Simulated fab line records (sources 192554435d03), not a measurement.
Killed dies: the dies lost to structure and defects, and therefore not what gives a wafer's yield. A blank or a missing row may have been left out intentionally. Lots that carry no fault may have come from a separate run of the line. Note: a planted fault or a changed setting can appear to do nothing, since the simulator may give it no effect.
fab line records ; flow n5-finfet
[record] lots = 24; wafers = 72; last-day = 20
route steps=1938 shown WELL_APT@56 PMOS_HMC_CHANNEL_EPI@66 FIN_SAQP@113
lots untouched by any fault: they come from a run of this same line in which no faults occurred
start-h: start of the lot's first displayed wafer, in hours after the record's first day ; wait-h: hours elapsed since this lot's preceding step ; " same as the row above ; L1.1+2: a single row standing in for several wafers ; - no value present, or no start provided ; * or withheld: withheld ; < > ~ a bound
route shown NAME@n: NAME is a module with steps in the file, n the number in the route of the first one ; usual: mean/standard deviation of fault-free wafers ; same: alike in all rows ; chamber/n: place in a boat ; sites: the reading at each site ; _std_site: their standard deviation ; _edge_site: outer sites' mean less inner sites' ; radius-mm: for every site, how far away it sits from the centre of the wafer ; mask NAME#n: copy n ; behind: the most recent tool/chamber to have shaped the wafer ; hold: reason for holding the lot/hours on hold/outcome of the hold ; device: which transistor (n, p or np) failed to switch ; end of line: tests of these same wafers at the route's end ; step lacking rows: just its recipe ; killed: not the wafer's yield, but the dies lost to structure and defects at the first sort ; map: a wafer's dies, x killed, . not, _ none there
set.NAME: the run value of the setting; set.NAME@STEP: its run value at that earlier step ; model.NAME: the simulator's own value behind a step, which no gauge read
one table for each step of the route and one row for each wafer, over a sample of lots
services: from which hour (start-h, from the record's first day; less than 0 if before it) a tool's chamber was out of use, for how many hours, and why
[[steps]]
[step N5_WELL_APT_INSPECT_38]
[recipe] inspect-instrument = darkfield; mode = post-epi
[usual] raw-defect-count = 14/5
lot.wafer;tool;chamber;start-h;wait-h;raw-defect-count
L074.2;defect-inspect-01;-;16.89;0.4;8
L074.5;defect-inspect-01;-;16.89;0.4;13
L074.6;defect-inspect-01;-;16.89;0.4;21
L075.2;defect-inspect-02;-;24.39;0.6;19
L075.3;defect-inspect-02;-;24.39;0.6;14
L075.4;defect-inspect-02;-;24.39;0.6;7
L076.1;defect-inspect-02;-;29.56;0.5;20
L076.2;defect-inspect-02;-;29.56;0.5;13
L076.4;defect-inspect-02;-;29.56;0.5;14
L077.1;defect-inspect-02;-;34.68;0.5;10
L077.2;defect-inspect-02;-;34.68;0.5;7
L077.5;defect-inspect-02;-;34.68;0.5;13
L078.1;defect-inspect-02;-;40.68;0.5;17
L078.3;defect-inspect-02;-;40.68;0.5;18
L078.5;defect-inspect-02;-;40.68;0.5;4
L079.3;defect-inspect-01;-;46.46;0.4;20
L079.5;defect-inspect-01;-;46.46;0.4;19
L079.6;defect-inspect-01;-;46.46;0.4;14
L080.3;defect-inspect-02;-;52.66;0.3;15
L080.5;defect-inspect-02;-;52.66;0.3;14
L080.6;defect-inspect-02;-;52.66;0.3;9
L081.1;defect-inspect-02;-;59.08;0.5;13
L081.3;defect-inspect-02;-;59.08;0.5;20
L081.6;defect-inspect-02;-;59.08;0.5;20
L082.1;defect-inspect-01;-;64.69;0.5;19
L082.3;defect-inspect-01;-;64.69;0.5;22
L082.4;defect-inspect-01;-;64.69;0.5;8
L083.1;defect-inspect-02;-;72.00;0.5;17
L083.4;defect-inspect-02;-;72.00;0.5;18
L083.6;defect-inspect-02;-;72.00;0.5;9
L084.1;defect-inspect-02;-;76.77;0.5;12
L084.2;defect-inspect-02;-;76.77;0.5;8
L084.4;defect-inspect-02;-;76.77;0.5;20
L085.2;defect-inspect-02;-;82.76;0.4;10
L085.3;defect-inspect-02;-;82.76;0.4;19
L085.6;defect-inspect-02;-;82.76;0.4;23
L086.1;defect-inspect-02;-;89.16;0.5;18
L086.4;defect-inspect-02;-;89.16;0.5;18
L086.6;defect-inspect-02;-;89.16;0.5;24
L087.2;defect-inspect-02;-;94.86;0.5;22
L087.3;defect-inspect-02;-;94.86;0.5;18
L087.5;defect-inspect-02;-;94.86;0.5;19
L088.2;defect-inspect-02;-;100.87;0.6;13
L088.4;defect-inspect-02;-;100.87;0.6;8
L088.5;defect-inspect-02;-;100.87;0.6;18
L089.2;defect-inspect-02;-;106.78;0.4;14
L089.4;defect-inspect-02;-;106.78;0.4;9
L089.5;defect-inspect-02;-;106.78;0.4;17
L090.1;defect-inspect-02;-;112.96;0.5;15
L090.4;defect-inspect-02;-;112.96;0.5;10
L090.5;defect-inspect-02;-;112.96;0.5;9
L091.1;defect-inspect-01;-;118.78;0.5;16
L091.4;defect-inspect-01;-;118.78;0.5;12
L091.6;defect-inspect-01;-;118.78;0.5;12
L092.1;defect-inspect-02;-;125.14;0.5;15
L092.2;defect-inspect-02;-;125.14;0.5;12
L092.5;defect-inspect-02;-;125.14;0.5;20
L093.1;defect-inspect-02;-;130.83;0.5;20
L093.3;defect-inspect-02;-;130.83;0.5;17
L093.5;defect-inspect-02;-;130.83;0.5;30
L094.1;defect-inspect-01;-;136.63;0.5;9
L094.4;defect-inspect-01;-;136.63;0.5;20
L094.5;defect-inspect-01;-;136.63;0.5;10
L095.1;defect-inspect-02;-;143.30;0.7;10
L095.2;defect-inspect-02;-;143.30;0.7;4
L095.4;defect-inspect-02;-;143.30;0.7;23
L096.1;defect-inspect-01;-;148.84;0.5;14
L096.2;defect-inspect-01;-;148.84;0.5;16
L096.3;defect-inspect-01;-;148.84;0.5;12
L097.4;defect-inspect-01;-;155.24;0.3;23
L097.5;defect-inspect-01;-;155.24;0.3;10
L097.6;defect-inspect-01;-;155.24;0.3;6
[step N5_PMOS_HMC_CHANNEL_EPI_OVL_MEAS_10]
[recipe] points-per-wafer = 44
[usual] PMOS_HMC_BLK_OVL = -0.1/0.7
lot.wafer;tool;chamber;start-h;wait-h;PMOS_HMC_BLK_OVL[nm]
L074.2;overlay-01;0;17.37;0.0;0.3
L074.5;overlay-01;0;17.37;0.0;-0.2
L074.6;overlay-01;0;17.37;0.0;0.0
L075.2;overlay-01;0;24.87;0.0;0.6
L075.3;overlay-01;0;24.87;0.0;0.9
L075.4;overlay-01;0;24.87;0.0;0.8
L076.1;overlay-02;0;30.03;0.0;-0.6
L076.2;overlay-02;0;30.03;0.0;-0.2
L076.4;overlay-02;0;30.03;0.0;0.0
L077.1;overlay-01;0;35.04;0.0;-0.4
L077.2;overlay-01;0;35.04;0.0;0.6
L077.5;overlay-01;0;35.04;0.0;-0.4
L078.1;overlay-02;0;41.15;0.0;-0.8
L078.3;overlay-02;0;41.15;0.0;-1.2
L078.5;overlay-02;0;41.15;0.0;0.0
L079.3;overlay-01;0;46.94;0.0;-0.3
L079.5;overlay-01;0;46.94;0.0;-1.5
L079.6;overlay-01;0;46.94;0.0;-0.2
L080.3;overlay-02;0;53.01;0.0;-0.1
L080.5;overlay-02;0;53.01;0.0;-0.7
L080.6;overlay-02;0;53.01;0.0;-1.0
L081.1;overlay-01;0;59.43;0.0;0.9
L081.3;overlay-01;0;59.43;0.0;0.6
L081.6;overlay-01;0;59.43;0.0;-0.1
L082.1;overlay-01;0;65.03;0.0;0.4
L082.3;overlay-01;0;65.03;0.0;-0.9
L082.4;overlay-01;0;65.03;0.0;-0.5
L083.1;overlay-01;0;72.47;0.0;0.5
L083.4;overlay-01;0;72.47;0.0;-1.0
L083.6;overlay-01;0;72.47;0.0;0.3
L084.1;overlay-02;0;77.25;0.0;-0.2
L084.2;overlay-02;0;77.25;0.0;-0.1
L084.4;overlay-02;0;77.25;0.0;-1.0
L085.2;overlay-01;0;83.29;0.0;-1.2
L085.3;overlay-01;0;83.29;0.0;-0.4
L085.6;overlay-01;0;83.29;0.0;-1.6
L086.1;overlay-01;0;89.63;0.0;-0.1
L086.4;overlay-01;0;89.63;0.0;0.6
L086.6;overlay-01;0;89.63;0.0;-0.5
L087.2;overlay-02;0;95.33;0.0;0.6
L087.3;overlay-02;0;95.33;0.0;-1.0
L087.5;overlay-02;0;95.33;0.0;-1.6
L088.2;overlay-01;0;101.22;0.0;-0.2
L088.4;overlay-01;0;101.22;0.0;-1.2
L088.5;overlay-01;0;101.22;0.0;-0.8
L089.2;overlay-02;0;107.25;0.0;-0.8
L089.4;overlay-02;0;107.25;0.0;-1.2
L089.5;overlay-02;0;107.25;0.0;-0.9
L090.1;overlay-01;0;113.43;0.0;1.1
L090.4;overlay-01;0;113.43;0.0;0.3
L090.5;overlay-01;0;113.43;0.0;0.3
L091.1;overlay-02;0;119.13;0.0;1.0
L091.4;overlay-02;0;119.13;0.0;0.1
L091.6;overlay-02;0;119.13;0.0;0.7
L092.1;overlay-02;0;125.61;0.0;-0.3
L092.2;overlay-02;0;125.61;0.0;-1.7
L092.5;overlay-02;0;125.61;0.0;0.5
L093.1;overlay-01;0;131.33;0.1;-0.1
L093.3;overlay-01;0;131.33;0.1;-0.2
L093.5;overlay-01;0;131.33;0.1;-0.1
L094.1;overlay-02;0;137.12;0.0;-0.4
L094.4;overlay-02;0;137.12;0.0;0.1
L094.5;overlay-02;0;137.12;0.0;-1.3
L095.1;overlay-01;0;143.69;0.0;0.3
L095.2;overlay-01;0;143.69;0.0;1.5
L095.4;overlay-01;0;143.69;0.0;0.2
L096.1;overlay-02;0;149.32;0.0;-0.2
L096.2;overlay-02;0;149.32;0.0;-0.1
L096.3;overlay-02;0;149.32;0.0;0.6
L097.4;overlay-01;0;155.73;0.0;0.1
L097.5;overlay-01;0;155.73;0.0;0.7
L097.6;overlay-01;0;155.73;0.0;-1.0
[step N5_PMOS_HMC_CHANNEL_EPI_STRIP_33]
[recipe] chemistry = N2/H2; power-w = 500; temp-c = 40; pressure-mtorr = 50; rf-frequency-hz = 6e+07; overash-fraction = 0.3; bias-power-w = 8; h2-frac = 0.5; n2-flow-sccm = 300; h2-flow-sccm = 300
[usual] drypump-motor-current-A = 5.8/0.4; oes-product-au = 0.78/0.087; rf-vpp-V = 54.2/1.5; showerhead-plenum-p-Torr = 3.35/0.1; throttle-valve-pct = 19.10/0.24
lot.wafer;tool;chamber;start-h;wait-h;drypump-motor-current-A;oes-product-au;rf-hours-counter-h;rf-vpp-V;showerhead-plenum-p-Torr;throttle-valve-pct
L074.2;rie-diel-02;1;18.94;0.0;5.6;0.79;111;53.3;3.25;19.17
L074.5;rie-diel-02;1;18.94;0.0;5.6;0.79;-;56.2;3.25;19.17
L074.6;rie-diel-02;3;18.94;0.0;5.9;0.78;-;55.1;3.25;19.16
L075.2;rie-diel-02;3;25.64;0.0;5.9;0.77;131;51.2;3.24;19.17
L075.3;rie-diel-02;2;25.64;0.0;6.1;0.96;16;56.0;3.30;18.92
L075.4;rie-diel-02;1;25.64;0.0;5.6;0.81;-;53.9;3.25;19.20
L076.1;rie-diel-02;3;30.22;0.0;5.9;0.76;133;52.0;3.24;19.12
L076.2;rie-diel-02;1;30.22;0.0;5.6;0.79;117;52.9;3.25;19.20
L076.4;rie-diel-02;2;30.22;0.0;6.1;0.94;18;58.1;3.30;18.91
L077.1;rie-diel-02;2;35.23;0.0;6.1;0.93;19;55.2;3.30;18.91
L077.2;rie-diel-02;0;35.23;0.0;4.8;0.71;212;51.3;3.45;19.30
L077.5;rie-diel-02;3;35.23;0.0;5.9;0.76;-;52.2;3.24;19.15
L078.1;rie-diel-02;1;41.34;0.0;5.6;0.79;120;53.2;3.24;19.23
L078.3;rie-diel-02;2;41.34;0.0;6.1;0.93;21;53.9;3.29;18.90
L078.5;rie-diel-02;0;41.34;0.0;4.8;0.69;-;52.5;3.45;19.31
L079.3;rie-diel-05;3;47.13;0.0;6.4;0.78;120;53.7;3.36;19.10
L079.5;rie-diel-05;2;47.13;0.0;6.2;0.68;-;55.5;3.32;18.94
L079.6;rie-diel-05;3;47.13;0.0;6.4;0.79;-;53.5;3.36;19.14
L080.3;rie-diel-03;0;53.20;0.0;5.9;0.87;55;53.4;3.55;19.29
L080.5;rie-diel-03;0;53.20;0.0;5.9;0.86;-;53.7;3.55;19.27
L080.6;rie-diel-03;1;53.20;0.0;5.8;0.75;-;55.1;3.37;19.64
L081.1;rie-diel-05;0;59.62;0.0;5.8;0.73;180;53.2;3.34;18.93
L081.3;rie-diel-05;3;59.62;0.0;6.4;0.79;124;55.5;3.36;19.14
L081.6;rie-diel-05;3;59.62;0.0;6.4;0.79;-;54.5;3.36;19.13
L082.1;rie-diel-05;1;65.23;0.0;5.3;0.97;8;52.2;3.44;18.83
L082.3;rie-diel-05;2;65.23;0.0;6.2;0.69;236;56.3;3.32;18.99
L082.4;rie-diel-05;0;65.23;0.0;5.8;0.71;182;55.1;3.33;18.94
L083.1;rie-diel-03;0;72.66;0.0;6.0;0.85;62;53.7;3.55;19.29
L083.4;rie-diel-03;3;72.66;0.0;5.6;0.75;143;52.3;3.50;18.89
L083.6;rie-diel-03;3;72.66;0.0;5.5;0.74;-;51.1;3.50;18.88
L084.1;rie-diel-05;1;77.44;0.0;5.4;0.93;12;55.0;3.44;18.82
L084.2;rie-diel-05;3;77.44;0.0;6.4;0.78;131;50.9;3.36;19.10
L084.4;rie-diel-05;2;77.44;0.0;6.2;0.68;240;56.9;3.31;18.99
L085.2;rie-diel-05;0;83.48;0.0;5.8;0.71;188;54.8;3.33;18.96
L085.3;rie-diel-05;2;83.48;0.0;6.2;0.67;242;53.6;3.31;19.01
L085.6;rie-diel-05;2;83.48;0.0;6.2;0.68;-;55.4;3.31;19.00
L086.1;rie-diel-05;1;89.84;0.0;5.3;0.94;15;54.2;3.44;18.82
L086.4;rie-diel-05;0;89.84;0.0;5.8;0.71;190;52.4;3.33;18.98
L086.6;rie-diel-05;1;89.84;0.0;5.4;0.94;-;53.6;3.44;18.80
L087.2;rie-diel-05;2;95.52;0.0;6.2;0.68;246;54.5;3.31;18.96
L087.3;rie-diel-05;1;95.52;0.0;5.4;0.94;18;54.9;3.43;18.83
L087.5;rie-diel-05;2;95.52;0.0;6.2;0.69;-;52.2;3.31;19.00
L088.2;rie-diel-02;0;101.41;0.0;4.8;0.69;228;54.3;3.45;19.32
L088.4;rie-diel-02;1;101.41;0.0;5.6;0.76;140;51.1;3.23;19.25
L088.5;rie-diel-02;3;101.41;0.0;5.9;0.76;-;53.7;3.23;19.21
L089.2;rie-diel-02;0;107.52;0.0;4.8;0.70;231;55.3;3.44;19.32
L089.4;rie-diel-02;3;107.52;0.0;5.9;0.75;158;55.6;3.23;19.18
L089.5;rie-diel-02;0;107.52;0.0;4.8;0.69;-;55.1;3.44;19.36
L090.1;rie-diel-03;3;113.62;0.0;5.4;0.73;155;54.8;3.49;18.88
L090.4;rie-diel-03;0;113.62;0.0;5.9;0.84;74;54.5;3.54;19.30
L090.5;rie-diel-03;3;113.62;0.0;5.5;0.73;-;57.1;3.50;18.88
L091.1;rie-diel-02;2;119.32;0.0;6.1;0.88;45;56.3;3.28;18.91
L091.4;rie-diel-02;3;119.32;0.0;5.9;0.74;-;54.4;3.23;19.21
L091.6;rie-diel-02;2;119.32;0.0;6.1;0.89;-;52.9;3.28;18.95
L092.1;rie-diel-03;2;125.80;0.0;5.7;0.73;188;53.7;3.21;18.85
L092.2;rie-diel-03;3;125.80;0.0;5.5;0.73;160;53.5;3.49;18.89
L092.5;rie-diel-03;3;125.80;0.0;5.4;0.72;-;54.5;3.49;18.93
L093.1;rie-diel-05;1;131.68;0.0;5.4;0.91;31;55.1;3.43;18.85
L093.3;rie-diel-05;0;131.68;0.0;5.8;0.70;205;54.0;3.32;18.95
L093.5;rie-diel-05;1;131.68;0.0;5.4;0.90;-;51.4;3.43;18.81
L094.1;rie-diel-03;0;137.31;0.0;6.0;0.83;80;55.0;3.54;19.32
L094.4;rie-diel-03;2;137.31;0.0;5.7;0.71;192;51.7;3.21;18.81
L094.5;rie-diel-03;1;137.31;0.0;5.7;0.75;-;55.4;3.35;19.72
L095.1;rie-diel-02;2;143.88;0.0;6.1;0.87;54;53.8;3.28;19.02
L095.2;rie-diel-02;0;143.88;0.0;4.8;0.69;244;55.2;3.44;19.33
L095.4;rie-diel-02;1;143.88;0.0;5.6;0.76;149;53.4;3.23;19.25
L096.1;rie-diel-03;2;149.51;0.0;5.7;0.71;196;54.6;3.21;18.88
L096.2;rie-diel-03;1;149.51;0.0;5.8;0.73;172;53.2;3.35;19.72
L096.3;rie-diel-03;0;149.51;0.0;6.0;0.82;83;53.0;3.54;19.31
L097.4;rie-diel-03;0;155.92;0.0;5.9;0.83;85;53.6;3.53;19.32
L097.5;rie-diel-03;0;155.92;0.0;6.0;0.82;-;54.1;3.53;19.32
L097.6;rie-diel-03;1;155.92;0.0;5.7;0.75;-;53.7;3.35;19.72
[step N5_PMOS_HMC_CHANNEL_EPI_THK_MEAS_22]
[recipe] reads = SiGe30_of_PMOS_HMC_CHANNEL_EPI_EPI_20
[usual] HMC_CMP_THK = 54.1/0.57
lot.wafer;tool;chamber;start-h;wait-h;HMC_CMP_THK[nm]
L074.2;film-metro-02;-;21.07;-;53.4
L074.5;film-metro-02;-;21.07;-;54.9
L074.6;film-metro-02;-;21.07;-;52.8
L075.2;film-metro-01;-;28.18;-;54.3
L075.3;film-metro-01;-;28.18;-;54.3
L075.4;film-metro-01;-;28.18;-;54.5
L076.1;film-metro-02;-;32.76;-;54.1
L076.2;film-metro-02;-;32.76;-;53.7
L076.4;film-metro-02;-;32.76;-;54.4
L077.1;film-metro-02;-;37.36;-;55.1
L077.2;film-metro-02;-;37.36;-;54.9
L077.5;film-metro-02;-;37.36;-;55.1
L078.1;film-metro-01;-;43.49;-;53.5
L078.3;film-metro-01;-;43.49;-;54.8
L078.5;film-metro-01;-;43.49;-;53.9
L079.3;film-metro-02;-;49.30;-;53.9
L079.5;film-metro-02;-;49.30;-;54.0
L079.6;film-metro-02;-;49.30;-;54.5
L080.3;film-metro-01;-;55.34;-;53.5
L080.5;film-metro-01;-;55.34;-;53.6
L080.6;film-metro-01;-;55.34;-;54.7
L081.1;film-metro-02;-;61.74;-;53.7
L081.3;film-metro-02;-;61.74;-;54.7
L081.6;film-metro-02;-;61.74;-;54.4
L082.1;film-metro-01;-;67.39;-;53.7
L082.3;film-metro-01;-;67.39;-;55.2
L082.4;film-metro-01;-;67.39;-;54.3
L083.1;film-metro-01;-;74.79;-;53.9
L083.4;film-metro-01;-;74.79;-;55.0
L083.6;film-metro-01;-;74.79;-;53.8
L084.1;film-metro-02;-;79.63;-;53.3
L084.2;film-metro-02;-;79.63;-;54.3
L084.4;film-metro-02;-;79.63;-;53.0
L085.2;film-metro-01;-;85.61;-;53.2
L085.3;film-metro-01;-;85.61;-;54.0
L085.6;film-metro-01;-;85.61;-;53.6
L086.1;film-metro-02;-;91.96;-;53.1
L086.4;film-metro-02;-;91.96;-;53.5
L086.6;film-metro-02;-;91.96;-;53.6
L087.2;film-metro-01;-;97.65;-;54.9
L087.3;film-metro-01;-;97.65;-;54.7
L087.5;film-metro-01;-;97.65;-;54.3
L088.2;film-metro-01;-;103.55;-;54.2
L088.4;film-metro-01;-;103.55;-;54.5
L088.5;film-metro-01;-;103.55;-;54.0
L089.2;film-metro-01;-;109.64;-;54.7
L089.4;film-metro-01;-;109.64;-;54.6
L089.5;film-metro-01;-;109.64;-;54.6
L090.1;film-metro-02;-;115.75;-;53.9
L090.4;film-metro-02;-;115.75;-;54.0
L090.5;film-metro-02;-;115.75;-;54.1
L091.1;film-metro-02;-;121.45;-;53.6
L091.4;film-metro-02;-;121.45;-;53.9
L091.6;film-metro-02;-;121.45;-;53.5
L092.1;film-metro-01;-;127.93;-;54.1
L092.2;film-metro-01;-;127.93;-;55.0
L092.5;film-metro-01;-;127.93;-;54.4
L093.1;film-metro-01;-;133.81;-;53.3
L093.3;film-metro-01;-;133.81;-;53.5
L093.5;film-metro-01;-;133.81;-;53.8
L094.1;film-metro-02;-;139.43;-;54.0
L094.4;film-metro-02;-;139.43;-;55.0
L094.5;film-metro-02;-;139.43;-;54.3
L095.1;film-metro-02;-;146.00;-;53.6
L095.2;film-metro-02;-;146.00;-;54.0
L095.4;film-metro-02;-;146.00;-;55.2
L096.1;film-metro-02;-;151.64;-;54.0
L096.2;film-metro-02;-;151.64;-;54.4
L096.3;film-metro-02;-;151.64;-;53.7
L097.4;film-metro-02;-;158.05;-;53.7
L097.5;film-metro-02;-;158.05;-;53.5
L097.6;film-metro-02;-;158.05;-;52.8
[step N5_PMOS_HMC_CHANNEL_EPI_EPI_26]
[recipe] material = Si; target-thk-a = 38; temp-c = 650; precursor = SiH4/H2; pressure-torr = 20; time-s = 22.7
[usual] throttle-valve-pct = 11.66/0.27
[same] time-s = 22.7
lot.wafer;tool;chamber;start-h;wait-h;throttle-valve-pct
L074.2;epi-rpcvd-03;0;21.23;0.1;11.47
L074.5;epi-rpcvd-03;0;21.23;0.1;11.18
L074.6;epi-rpcvd-03;0;21.23;0.1;11.64
L075.2;epi-rpcvd-04;0;28.34;0.1;11.54
L075.3;epi-rpcvd-04;0;28.34;0.1;11.70
L075.4;epi-rpcvd-04;0;28.34;0.1;11.74
L076.1;epi-rpcvd-02;0;32.86;0.0;12.19
L076.2;epi-rpcvd-02;0;32.86;0.0;11.84
L076.4;epi-rpcvd-02;0;32.86;0.0;11.77
L077.1;epi-rpcvd-04;0;37.47;0.0;11.50
L077.2;epi-rpcvd-04;0;37.47;0.0;11.30
L077.5;epi-rpcvd-04;0;37.47;0.0;11.77
L078.1;epi-rpcvd-04;0;43.61;0.0;11.36
L078.3;epi-rpcvd-04;0;43.61;0.0;11.58
L078.5;epi-rpcvd-04;0;43.61;0.0;11.62
L079.3;epi-rpcvd-02;0;49.51;0.1;11.59
L079.5;epi-rpcvd-02;0;49.51;0.1;12.14
L079.6;epi-rpcvd-02;0;49.51;0.1;12.03
L080.3;epi-rpcvd-02;0;55.55;0.1;12.13
L080.5;epi-rpcvd-02;0;55.55;0.1;11.90
L080.6;epi-rpcvd-02;0;55.55;0.1;11.81
L081.1;epi-rpcvd-03;0;61.85;0.0;11.63
L081.3;epi-rpcvd-03;0;61.85;0.0;11.48
L081.6;epi-rpcvd-03;0;61.85;0.0;11.39
L082.1;epi-rpcvd-02;0;67.50;0.0;11.95
L082.3;epi-rpcvd-02;0;67.50;0.0;11.83
L082.4;epi-rpcvd-02;0;67.50;0.0;11.69
L083.1;epi-rpcvd-03;0;74.90;0.0;11.45
L083.4;epi-rpcvd-03;0;74.90;0.0;11.51
L083.6;epi-rpcvd-03;0;74.90;0.0;11.42
L084.1;epi-rpcvd-03;0;79.73;0.0;11.31
L084.2;epi-rpcvd-03;0;79.73;0.0;11.45
L084.4;epi-rpcvd-03;0;79.73;0.0;11.39
L085.2;epi-rpcvd-03;0;85.76;0.1;11.48
L085.3;epi-rpcvd-03;0;85.76;0.1;11.38
L085.6;epi-rpcvd-03;0;85.76;0.1;11.44
L086.1;epi-rpcvd-02;0;92.07;0.0;11.92
L086.4;epi-rpcvd-02;0;92.07;0.0;12.05
L086.6;epi-rpcvd-02;0;92.07;0.0;12.04
L087.2;epi-rpcvd-03;0;97.81;0.1;11.42
L087.3;epi-rpcvd-03;0;97.81;0.1;11.21
L087.5;epi-rpcvd-03;0;97.81;0.1;11.48
L088.2;epi-rpcvd-02;0;103.71;0.1;12.02
L088.4;epi-rpcvd-02;0;103.71;0.1;11.90
L088.5;epi-rpcvd-02;0;103.71;0.1;12.11
L089.2;epi-rpcvd-03;0;109.80;0.1;11.63
L089.4;epi-rpcvd-03;0;109.80;0.1;11.41
L089.5;epi-rpcvd-03;0;109.80;0.1;11.27
L090.1;epi-rpcvd-02;0;115.86;0.0;12.13
L090.4;epi-rpcvd-02;0;115.86;0.0;11.75
L090.5;epi-rpcvd-02;0;115.86;0.0;11.90
L091.1;epi-rpcvd-04;0;121.56;0.0;11.65
L091.4;epi-rpcvd-04;0;121.56;0.0;11.92
L091.6;epi-rpcvd-04;0;121.56;0.0;11.58
L092.1;epi-rpcvd-03;0;128.04;0.0;11.37
L092.2;epi-rpcvd-03;0;128.04;0.0;11.72
L092.5;epi-rpcvd-03;0;128.04;0.0;11.56
L093.1;epi-rpcvd-02;0;133.92;0.0;11.68
L093.3;epi-rpcvd-02;0;133.92;0.0;11.63
L093.5;epi-rpcvd-02;0;133.92;0.0;12.06
L094.1;epi-rpcvd-03;0;139.54;0.0;11.37
L094.4;epi-rpcvd-03;0;139.54;0.0;11.29
L094.5;epi-rpcvd-03;0;139.54;0.0;11.52
L095.1;epi-rpcvd-03;0;146.11;0.0;11.67
L095.2;epi-rpcvd-03;0;146.11;0.0;11.71
L095.4;epi-rpcvd-03;0;146.11;0.0;11.20
L096.1;epi-rpcvd-02;0;151.75;0.0;11.95
L096.2;epi-rpcvd-02;0;151.75;0.0;11.97
L096.3;epi-rpcvd-02;0;151.75;0.0;12.01
L097.4;epi-rpcvd-04;0;158.35;0.2;11.56
L097.5;epi-rpcvd-04;0;158.35;0.2;11.57
L097.6;epi-rpcvd-04;0;158.35;0.2;11.74
[step N5_FIN_SAQP_INSPECT_18]
[recipe] mode = adi; inspect-instrument = brightfield
[usual] raw-defect-count = 395/95
lot.wafer;tool;chamber;start-h;wait-h;raw-defect-count
L074.2;defect-inspect-01;-;22.97;0.0;344
L074.5;defect-inspect-01;-;22.97;0.0;256
L074.6;defect-inspect-01;-;22.97;0.0;267
L075.2;defect-inspect-01;-;30.06;0.0;327
L075.3;defect-inspect-01;-;30.06;0.0;529
L075.4;defect-inspect-01;-;30.06;0.0;395
L076.1;defect-inspect-02;-;34.56;0.0;522
L076.2;defect-inspect-02;-;34.56;0.0;473
L076.4;defect-inspect-02;-;34.56;0.0;373
L077.1;defect-inspect-01;-;39.25;0.0;388
L077.2;defect-inspect-01;-;39.25;0.0;273
L077.5;defect-inspect-01;-;39.25;0.0;211
L078.1;defect-inspect-01;-;45.48;0.0;425
L078.3;defect-inspect-01;-;45.48;0.0;328
L078.5;defect-inspect-01;-;45.48;0.0;420
L079.3;defect-inspect-02;-;51.45;0.0;478
L079.5;defect-inspect-02;-;51.45;0.0;338
L079.6;defect-inspect-02;-;51.45;0.0;361
L080.3;defect-inspect-02;-;57.61;0.0;329
L080.5;defect-inspect-02;-;57.61;0.0;261
L080.6;defect-inspect-02;-;57.61;0.0;245
L081.1;defect-inspect-01;-;63.74;0.0;709
L081.3;defect-inspect-01;-;63.74;0.0;421
L081.6;defect-inspect-01;-;63.74;0.0;568
L082.1;defect-inspect-02;-;69.29;0.0;408
L082.3;defect-inspect-02;-;69.29;0.0;490
L082.4;defect-inspect-02;-;69.29;0.0;303
L083.1;defect-inspect-02;-;76.81;0.0;448
L083.4;defect-inspect-02;-;76.81;0.0;554
L083.6;defect-inspect-02;-;76.81;0.0;426
L084.1;defect-inspect-02;-;81.58;0.0;285
L084.2;defect-inspect-02;-;81.58;0.0;321
L084.4;defect-inspect-02;-;81.58;0.0;337
L085.2;defect-inspect-02;-;87.61;0.0;330
L085.3;defect-inspect-02;-;87.61;0.0;358
L085.6;defect-inspect-02;-;87.61;0.0;358
L086.1;defect-inspect-01;-;93.85;0.0;448
L086.4;defect-inspect-01;-;93.85;0.0;403
L086.6;defect-inspect-01;-;93.85;0.0;548
L087.2;defect-inspect-02;-;99.69;0.0;485
L087.3;defect-inspect-02;-;99.69;0.0;489
L087.5;defect-inspect-02;-;99.69;0.0;383
L088.2;defect-inspect-02;-;105.40;0.0;347
L088.4;defect-inspect-02;-;105.40;0.0;345
L088.5;defect-inspect-02;-;105.40;0.0;264
L089.2;defect-inspect-01;-;111.54;0.0;434
L089.4;defect-inspect-01;-;111.54;0.0;344
L089.5;defect-inspect-01;-;111.54;0.0;446
L090.1;defect-inspect-01;-;117.77;0.0;368
L090.4;defect-inspect-01;-;117.77;0.0;334
L090.5;defect-inspect-01;-;117.77;0.0;341
L091.1;defect-inspect-02;-;123.18;0.0;370
L091.4;defect-inspect-02;-;123.18;0.0;472
L091.6;defect-inspect-02;-;123.18;0.0;347
L092.1;defect-inspect-01;-;129.92;0.0;300
L092.2;defect-inspect-01;-;129.92;0.0;412
L092.5;defect-inspect-01;-;129.92;0.0;427
L093.1;defect-inspect-02;-;135.88;0.0;421
L093.3;defect-inspect-02;-;135.88;0.0;263
L093.5;defect-inspect-02;-;135.88;0.0;304
L094.1;defect-inspect-02;-;142.96;0.0;452
L094.4;defect-inspect-02;-;142.96;0.0;269
L094.5;defect-inspect-02;-;142.96;0.0;505
L095.1;defect-inspect-01;-;151.13;0.0;409
L095.2;defect-inspect-01;-;151.13;0.0;438
L095.4;defect-inspect-01;-;151.13;0.0;593
L096.1;defect-inspect-01;-;153.99;0.0;426
L096.2;defect-inspect-01;-;153.99;0.0;425
L096.3;defect-inspect-01;-;153.99;0.0;473
L097.4;defect-inspect-02;-;160.42;0.0;645
L097.5;defect-inspect-02;-;160.42;0.0;311
L097.6;defect-inspect-02;-;160.42;0.0;486
[[services]]
tool;chamber;start-h;hours;kind
rie-diel-05;-;1.12;0.1;repair
rie-diel-03;1;2.61;9.5;repair
rie-diel-03;2;4.71;7.2;repair
rie-diel-02;0;12.34;13.6;repair
rie-diel-03;-;13.33;14.6;pm
rie-diel-05;1;21.46;-;clean
rie-diel-05;1;21.46;-;consumable-replace:focus-ring
rie-diel-05;1;21.46;18.7;scheduled-down
rie-diel-05;1;21.46;18.7;vent-cycle
rie-diel-02;0;44.84;6.4;repair
rie-diel-05;3;93.94;21.0;repair
rie-diel-02;1;107.68;15.5;repair
rie-diel-02;2;107.69;2.9;repair
rie-diel-05;2;115.16;-;clean
rie-diel-05;2;115.16;-;consumable-replace:focus-ring
rie-diel-05;2;115.16;17.7;scheduled-down
rie-diel-05;2;115.16;17.7;vent-cycle
rie-diel-02;-;151.09;15.6;pm
rie-diel-05;-;153.22;28.1;pm
[[key]]
fault none
